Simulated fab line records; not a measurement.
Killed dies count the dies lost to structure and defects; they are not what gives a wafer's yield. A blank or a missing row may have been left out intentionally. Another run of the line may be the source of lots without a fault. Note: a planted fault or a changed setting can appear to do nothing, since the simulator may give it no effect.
A struck lot beside a sound one + flow nand-harc + 17 out of 1302 route steps
Sound: wafers L926.2, L926.3, L926.6. Struck: wafer L916.5 (L916.1, L916.6, from the same lot, were not struck and are left out); the cause is given at the end.
At each step with rows: each side's tool, then ch and its chambers, then its first start. Under that, the readings that differ: sound wafers + struck wafers + difference of the means + sigmas: that difference in standard deviations of wafers without a fault.
alike: readings with means less than 2 such deviations apart, plus words and numbers identical on both sides. not compared: withheld readings, readings lacking a value on some wafer, bounds such as >300 that could conceal the same value, and numbers that have no deviation in the record and whose values overlap.
The two part at a step that has a row with sigmas, a row that says differs or no value, or rows on one side only. Non-overlapping numbers with no deviation appear without sigmas and do not part them. A reading missing from all wafers of one side parts the sides only when that side holds two or more wafers.

NHARC_P_M0_OVL_MEAS_10: pitch 180 nm.
  sound: overlay-01 at day 12 10:04; struck: overlay-02 at day 8 08:06
  alike: overlay-x-nm, overlay-y-nm
NHARC_P_M0_INSPECT_11:
  sound: defect-inspect-02 at day 12 10:07; struck: defect-inspect-01 at day 8 08:08
| reading          | sound | struck | difference | sigmas |
|------------------|-------|--------|------------|--------|
| raw-defect-count | 3 4 2 | 10     | +7         | +3     |
then, 3 steps without rows for these wafers: NHARC_P_M0_DESCUM_14 (chemistry O2, time 3 s); NHARC_P_M0_ETCH_34 (etches the open film in N2/H2, target depth 40 nm, overetch 12 nm, time 43.94 s); NHARC_P_M0_ETCH_15 (etches the open film in C4F8/Ar, target depth 150 nm, overetch 15 nm, time 82.5 s).
NHARC_P_M0_CD_MEAS_16:
  sound: cd-sem-02 at day 12 10:31; struck: cd-sem-03 at day 8 08:30
  alike: cd-nm
NHARC_P_M0_STRIP_18: strips in N2/H2.
  sound on rie-diel-09 ch 2,3, day 12 10:36; struck on rie-diel-12 ch 3, day 8 08:36
| reading            | sound             | struck | difference | sigmas |
|--------------------|-------------------|--------|------------|--------|
| mfc-ar-sccm (sccm) | 0.019 0.011 0.011 | 0      | +0         | -2     |
  alike: drypump-motor-current-A, oes-product-au, rf-vpp-V, showerhead-plenum-p-Torr, throttle-valve-pct
  not compared: rf-hours-counter-h
then, 1 step without rows for these wafers: NHARC_P_M0_STRIP_19 (strips in post etch residue remover, time 600 s).
NHARC_P_M0_DEGAS_28: time 60 s.
  sound: pvd-sputter-03 at day 12 11:08; struck: pvd-sputter-01 at day 8 09:07
  alike: heater-power-w
NHARC_P_M0_PRE_CLEAN_29: time 30 s.
  sound on pvd-sputter-03; struck on pvd-sputter-01
| reading            | sound       | struck | difference | sigmas |
|--------------------|-------------|--------|------------|--------|
| heater-power-w (W) | 394 476 486 | 367    | -85        | -2     |
then, 1 step without rows for these wafers: NHARC_P_M0_PVD_20 (deposits TaN, target thk 5 nm, time 8.06 s).
NHARC_P_M0_PVD_21: deposits Cu, target thk 30 nm, time 20.49 s.
  sound on pvd-sputter-03; struck on pvd-sputter-01
  alike: throttle-valve-pct
NHARC_P_M0_ECD_22: material Cu, target thk 400 nm.
  sound on ecd-cu-01 ch 0,1, day 12 11:33; struck on ecd-cu-02 ch 0,1, day 8 09:30
NHARC_P_M0_ANNEAL_30: time 90 s.
  sound on rtp-anneal-02 ch 0, day 12 11:56; struck on rtp-anneal-01 ch 0, day 8 09:52
  alike: anneal-temp-c-max, wafer_temp_C_max
NHARC_P_M0_CMP_23: polishes, t overpolish 20 s, target thk 117.54 nm.
  sound on cmp-04 ch 0,1,2, day 12 12:17; struck on cmp-01 ch 0, day 8 10:17
| reading                | sound    | struck | difference | sigmas |
|------------------------|----------|--------|------------|--------|
| time-to-endpoint-s (s) | 25 24 26 | 15     | -10        | -3     |
  alike: motor-current-A, retaining-ring-pressure-frac, slurry-filter-dp-kPa
  not compared: pad-life-wafers
NHARC_P_M0_THK_MEAS_24: measures by xrf.
  sound: film-metro-02 at day 12 12:32; struck: film-metro-02 at day 8 10:32
  alike: thk-nm
-- record jumps: 19 days between struck wafers' starts before vs after; left off in module P_M0, resumes in module END, first step shown is number 1302 of the route --
NHARC_END_SORT_01:
  the record has rows for the struck wafers here (prober-02 ch 0, day 27 06:14) and none for the sound ones

## WHERE THEY PART
Last at NHARC_END_SORT_01 as far as this record goes, first at NHARC_P_M0_INSPECT_11.

WHY: what had been put in by the simulator
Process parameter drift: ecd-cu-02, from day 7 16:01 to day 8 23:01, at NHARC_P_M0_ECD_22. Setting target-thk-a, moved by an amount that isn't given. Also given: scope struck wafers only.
